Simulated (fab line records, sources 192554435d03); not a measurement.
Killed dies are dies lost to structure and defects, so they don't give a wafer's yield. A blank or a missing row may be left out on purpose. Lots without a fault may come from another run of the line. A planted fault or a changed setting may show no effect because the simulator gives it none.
Chamber matching | flow n5_finfet | N5_BEOL_M6_STRIP_36 on rie_diel-01: 4 sister chambers
The step strips in N2/H2. 20 wafers are shown with their chamber, then 10 later ones without.

WAFERS WITH THEIR CHAMBER
wafer  | chamber | throttle_valve_pct (%) | drypump_motor_current_A (A) | showerhead_plenum_p_Torr (Torr)
L077.1 | 0       | 23.3                   | 6.3                         | 2.65
L077.3 | 3       | 23.3                   | 6.6                         | 2.60
L077.6 | 3       | 23.3                   | 6.6                         | 2.60
L080.2 | 2       | 23.7                   | 5.2                         | 2.70
L080.4 | 3       | 23.3                   | 6.6                         | 2.60
L080.5 | 3       | 23.3                   | 6.5                         | 2.60
L081.1 | 2       | 23.7                   | 5.2                         | 2.70
L081.4 | 3       | 23.3                   | 6.6                         | 2.60
L081.5 | 3       | 23.3                   | 6.6                         | 2.60
L087.2 | 3       | 23.4                   | 6.6                         | 2.59
L087.3 | 0       | 23.3                   | 6.3                         | 2.64
L087.5 | 2       | 23.7                   | 5.2                         | 2.69
L089.1 | 2       | 23.8                   | 5.2                         | 2.69
L089.5 | 0       | 23.3                   | 6.4                         | 2.64
L089.6 | 1       | 22.8                   | 5.8                         | 2.68
L091.3 | 2       | 23.7                   | 5.2                         | 2.69
L091.4 | 1       | 22.8                   | 5.7                         | 2.68
L091.6 | 2       | 23.7                   | 5.2                         | 2.69
L090.1 | 0       | 23.3                   | 6.3                         | 2.63
L090.3 | 1       | 22.8                   | 5.8                         | 2.68

SIGNATURES (means of the wafers above)
reading                  | chamber 0 | chamber 1 | chamber 2 | chamber 3 | scatter within a chamber
throttle_valve_pct       | 23.300    | 22.800    | 23.717    | 23.314    | 0.0325
drypump_motor_current_A  | 6.325     | 5.767     | 5.200     | 6.586     | 0.0377
showerhead_plenum_p_Torr | 2.6400    | 2.6800    | 2.6933    | 2.5986    | 0.00512
Rule: a wafer's distance from a chamber is the root of the sum, over the readings, of the square of ((its reading less the chamber's mean) divided by the reading's scatter). The wafer belongs to the nearest chamber; if the next one is less than 2 further off, it can't be placed. The scatter: the root of (the sum of the squares of (reading less its chamber's mean) over the shown wafers, divided by (wafers less chambers)).

WAFERS WITHOUT THEIR CHAMBER
wafer  | throttle_valve_pct (%) | drypump_motor_current_A (A) | showerhead_plenum_p_Torr (Torr)
L090.5 | 23.3                   | 6.3                         | 2.63
L092.3 | 23.7                   | 5.3                         | 2.68
L092.4 | 23.4                   | 6.6                         | 2.58
L092.6 | 23.7                   | 5.3                         | 2.68
L094.1 | 22.8                   | 5.8                         | 2.67
L094.5 | 23.7                   | 5.2                         | 2.68
L094.6 | 23.4                   | 6.6                         | 2.58
L097.1 | 23.7                   | 5.2                         | 2.68
L097.2 | 23.3                   | 6.3                         | 2.63
L097.3 | 23.4                   | 6.5                         | 2.58

WHICH CHAMBER EACH WENT THROUGH
wafer  | from the rows above | in truth
L090.5 | 0                   | 0
L092.3 | 2                   | 2
L092.4 | 3                   | 3
L092.6 | 2                   | 2
L094.1 | 1                   | 1
L094.5 | 2                   | 2
L094.6 | 3                   | 3
L097.1 | 2                   | 2
L097.2 | 0                   | 0
L097.3 | 3                   | 3
Placed correctly: 10 of 10. Can't be placed from these rows: 0. Placed wrongly: 0.
